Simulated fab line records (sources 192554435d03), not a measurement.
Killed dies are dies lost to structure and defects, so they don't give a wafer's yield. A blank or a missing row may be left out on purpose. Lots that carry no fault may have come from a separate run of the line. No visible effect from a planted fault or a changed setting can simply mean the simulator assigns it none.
Which tool was responsible? ; flow n5 finfet ; Sampling: 9 lots, 27 wafers, 5 of 1938 route steps

## WHAT THE GAUGES READ, wafer by wafer
N5_HKMG_FIN_OVL_MEAS_13. Usual: NWFM_OVL -0.3 nm, standard deviation 0.72.
lot;measured;on;NWFM_OVL (nm);flag
L907;day 4 15:23;overlay-01;1.0 0.7 -0.6;
L909;day 5 02:50;overlay-01;-0.7 -1.1 -1.1;
L910;day 5 08:06;overlay-01;0.4 0.5 0.1;
L911;day 5 19:43;overlay-01;-1.3 -0.8 -0.8;
L912;day 5 20:26;overlay-02;0.6 -0.2 0.2;
L924;day 8 22:20;overlay-01;0.4 0.3 -0.8;
L926;day 9 09:43;overlay-01;0.6 0.2 0.4;
L927;day 9 16:37;overlay-01;-1.1 -1.6 -1.6;
L928;day 9 22:04;overlay-02;0.4 0.4 -0.2;

N5_BEOL_M4_RC_MEAS_101. Usual: DIBL_N 36.7 mV/V, standard deviation 2.4; DIBL_P 37.4 mV/V, standard deviation 2.9; IOFF_N 0.18 nA/um, standard deviation 0.05; IOFF_P 0.23 nA/um, standard deviation 0.058; ION_N 683 uA/um, standard deviation 16; ION_P 467 uA/um, standard deviation 11; SS_N 71.7 mV/dec, standard deviation 0.77; SS_P 73.5 mV/dec, standard deviation 0.87; VT_N 249 mV, standard deviation 4.3; VT_P -250 mV, standard deviation 4.4.
lot;measured;on;DIBL_N (mV/V);DIBL_P (mV/V);IOFF_N (nA/um);IOFF_P (nA/um);ION_N (uA/um);ION_P (uA/um);SS_N (mV/dec);SS_P (mV/dec);VT_N (mV);VT_P (mV);flag
L907;day 8 05:15;prober-01;40.3 39.0 38.0;40.8 38.0 38.5;0.21 0.17 0.17;0.26 0.21 0.23;705 685 665;477 461 456;72.5 72.2 71.6;74.6 73.5 73.4;248 250 250;-248 -254 -252;
L909;day 8 22:30;prober-01;37.9 33.1 34.5;36.9 32.0 32.7;0.17 0.11 0.12;0.20 0.14 0.14;657 679 660;450 458 447;72.0 71.3 70.7;73.5 71.7 72.0;251 252 257;-251 -257 -256;
L910;day 9 03:58;prober-01;36.8 39.4 35.4;38.4 42.4 37.2;0.15 0.25 0.14;0.23 0.32 0.21;665 709 668;467 489 464;71.2 73.4 71.2;74.1 74.4 74.1;253 245 254;-250 -246 -254;
L911;day 9 09:02;prober-01;36.1 37.2 36.5;36.6 36.7 36.5;0.17 0.17 0.17;0.26 0.24 0.24;687 664 688;481 454 474;71.3 72.0 71.9;73.1 73.6 73.3;246 249 249;-246 -246 -248;
L912;day 9 10:56;prober-02;32.5 34.6 34.8;34.2 35.3 36.9;0.14 0.14 0.16;0.19 0.19 0.23;686 671 694;485 463 486;69.9 71.3 70.7;72.6 73.1 73.0;249 252 247;-249 -250 -247;
L924;day 12 14:08;prober-01;40.3 40.3 35.6;42.7 41.8 37.4;0.30 0.27 0.19;0.37 0.34 0.24;702 679 703;484 466 483;73.1 73.4 71.7;74.9 76.0 72.8;240 245 245;-243 -246 -247;
L926;day 13 07:21;prober-01;35.4 38.2 33.6;36.6 38.8 34.3;0.16 0.25 0.14;0.17 0.22 0.14;683 703 693;459 463 455;71.9 72.9 71.1;72.5 73.6 72.7;251 242 249;-256 -252 -259;
L927;day 13 16:04;prober-02;37.8 34.3 33.2;37.7 34.0 33.0;0.18 0.11 0.10;0.20 0.15 0.14;684 670 668;457 468 462;71.9 71.0 70.1;74.1 72.7 72.2;248 254 257;-254 -258 -260;
L928;day 13 12:54;prober-02;36.6 37.9 37.5;38.0 38.7 39.5;0.18 0.18 0.22;0.20 0.21 0.24;698 673 697;473 456 466;71.7 71.9 72.2;73.0 73.6 73.6;247 249 243;-252 -252 -249;

## EACH LOT AND THE TOOL THAT RAN IT (in order: tool; ch and the chambers of the sampled wafers; start)
lot;N5_HKMG_FIN_ALD_79;N5_HKMG_FIN_DESCUM_17;N5_HKMG_FIN_ETCH_35
L907;ald metal-01 ch 0,2,3, day 4 13:26;rie diel-03 ch 0,2,3, day 4 15:29;rie diel-03 ch 0,2,3, day 4 15:47
L909;ald metal-03 ch 2,3, day 5 01:01;rie diel-01 ch 0,2, day 5 03:05;rie diel-01 ch 0,2, day 5 03:23
L910;ald metal-03 ch 0,1,2, day 5 06:10;rie diel-01 ch 1,2,3, day 5 08:10;rie diel-01 ch 1,2,3, day 5 08:28
L911;ald metal-01 ch 0,1,3, day 5 17:44;rie diel-01 ch 1,2,3, day 5 19:47;rie diel-01 ch 1,2,3, day 5 20:05
L912;ald metal-01 ch 1,2, day 5 18:22;rie diel-03 ch 0,2, day 5 20:31;rie diel-03 ch 0,2, day 5 20:49
L924;ald metal-02 ch 1,2, day 8 20:31;rie diel-03 ch 0,3, day 8 22:23;rie diel-03 ch 0,3, day 8 22:41
L926;ald metal-01 ch 0,1,3, day 9 07:46;rie diel-01 ch 1,2,3, day 9 10:16;rie diel-01 ch 1,2,3, day 9 10:34
L927;ald metal-03 ch 0,3, day 9 14:39;rie diel-01 ch 0,2,3, day 9 17:08;rie diel-01 ch 0,2,3, day 9 17:26
L928;ald metal-01 ch 0,2,3, day 9 20:11;rie diel-01 ch 0,1,3, day 9 22:34;rie diel-01 ch 0,1,3, day 9 22:52
- N5_HKMG_FIN_ALD_79: deposits TiN, target thk 1.5 nm, pulse time 1 s, purge time 3 s.
- N5_HKMG_FIN_DESCUM_17: chemistry O2, time 7.9 s.
- N5_HKMG_FIN_ETCH_35: etches SOC in N2/H2, target depth 215.8 nm, time 243.4 s.

## AS READ BY THE TOOLS THEMSELVES (means over the sampled wafers that have a number; for cases with no such wafer, the mark the record gives instead)
N5_HKMG_FIN_ALD_79. Usual: chamber pressure Torr 2.999 Torr, standard deviation 0.0068; heater power w 891 W, standard deviation 92; precursor pulse height rel 1.000, standard deviation 0.02; susceptor temp C 399.99 C, standard deviation 0.22.
lot;tool;chamber pressure Torr (Torr);heater power w (W);precursor pulse height rel;susceptor temp C (C);flag
L907;ald metal-01;2.998;872;0.982;399.86;
L909;ald metal-03;3.001;933;0.992;399.88;
L910;ald metal-03;3.000;974;0.999;399.92;
L911;ald metal-01;2.997;826;0.991;399.87;
L912;ald metal-01;2.993;832;1.014;400.35;
L924;ald metal-02;2.997;862;1.005;400.11;
L926;ald metal-01;2.994;817;0.998;399.87;
L927;ald metal-03;2.994;881;0.993;399.97;
L928;ald metal-01;2.999;874;1.006;399.86;

N5_HKMG_FIN_DESCUM_17. Usual: drypump motor current A 5.7 A, standard deviation 0.48; o2 flow sccm 225.0 sccm, standard deviation 0.65; oes product au 0.80 a.u., standard deviation 0.088; rf vpp V 243.8 V, standard deviation 1.6; showerhead plenum p Torr 2.12 Torr, standard deviation 0.087; throttle valve pct 20.37 %, standard deviation 0.22.
lot;tool;drypump motor current A (A);o2 flow sccm (sccm);oes product au (a.u.);rf vpp V (V);showerhead plenum p Torr (Torr);throttle valve pct (%);flag
L907;rie diel-03;5.9;225.3;0.76;244.0;2.11;20.52;
L909;rie diel-01;6.0;225.2;0.82;242.9;2.10;20.51;
L910;rie diel-01;5.5;224.6;0.72;242.8;2.04;20.45;
L911;rie diel-01;5.5;224.9;0.73;242.9;2.04;20.45;
L912;rie diel-03;6.1;224.9;0.78;242.3;2.06;20.44;
L924;rie diel-03;6.1;224.8;0.71;244.7;2.16;20.72;
L926;rie diel-01;5.5;225.3;0.79;244.3;2.12;20.38;
L927;rie diel-01;5.7;225.8;0.82;243.9;2.17;20.39;
L928;rie diel-01;6.0;224.9;0.75;243.2;2.09;20.42;

N5_HKMG_FIN_ETCH_35. Usual: drypump motor current A 5.7 A, standard deviation 0.48; oes product au 0.80 a.u., standard deviation 0.09; rf fwd power W 2991 W, standard deviation 10; rf vpp V 142.0 V, standard deviation 1.2; showerhead plenum p Torr 2.59 Torr, standard deviation 0.11; throttle valve pct 17.9 %, standard deviation 0.31.
lot;tool;drypump motor current A (A);oes product au (a.u.);rf fwd power W (W);rf vpp V (V);showerhead plenum p Torr (Torr);throttle valve pct (%);flag
L907;rie diel-03;6.0;0.75;2994;141.8;2.58;18.0;
L909;rie diel-01;6.0;0.81;2989;141.3;2.54;17.9;
L910;rie diel-01;5.5;0.82;3710;132.6;2.52;18.1;OFF
L911;rie diel-01;5.5;0.81;3717;130.9;2.52;18.1;OFF
L912;rie diel-03;6.1;0.79;2995;141.5;2.51;17.8;
L924;rie diel-03;6.1;0.70;2995;143.1;2.64;18.3;
L926;rie diel-01;5.5;0.79;2989;141.6;2.61;18.0;
L927;rie diel-01;5.8;0.82;3003;141.9;2.66;18.0;
L928;rie diel-01;6.0;0.75;2985;141.8;2.56;18.0;

## THE ANSWER, worked out from the rows above alone
Rule: a lot is off if the mean of its wafers that have a number lies more than 3 standard deviations from the usual mean. A lot without any number at a reading at which 4 lots or more have one is off too. Any other lot the step has rows for is counted as sound. First the gauges in route order, then the tools' own readings, where a lot's mean is used as printed above. The first step at which some lot is off is used, and at that step the reading that is off furthest; a lot without a number counts as furthest.
Off at N5_HKMG_FIN_ETCH_35 (rf fwd power W): L910, L911.
A tool fits if, at that step or a process step before it, it ran every lot that is off, and no sound lot after the first of them. Not one of the candidates tried fits.

## WHAT THE SIMULATOR HAD PUT IN
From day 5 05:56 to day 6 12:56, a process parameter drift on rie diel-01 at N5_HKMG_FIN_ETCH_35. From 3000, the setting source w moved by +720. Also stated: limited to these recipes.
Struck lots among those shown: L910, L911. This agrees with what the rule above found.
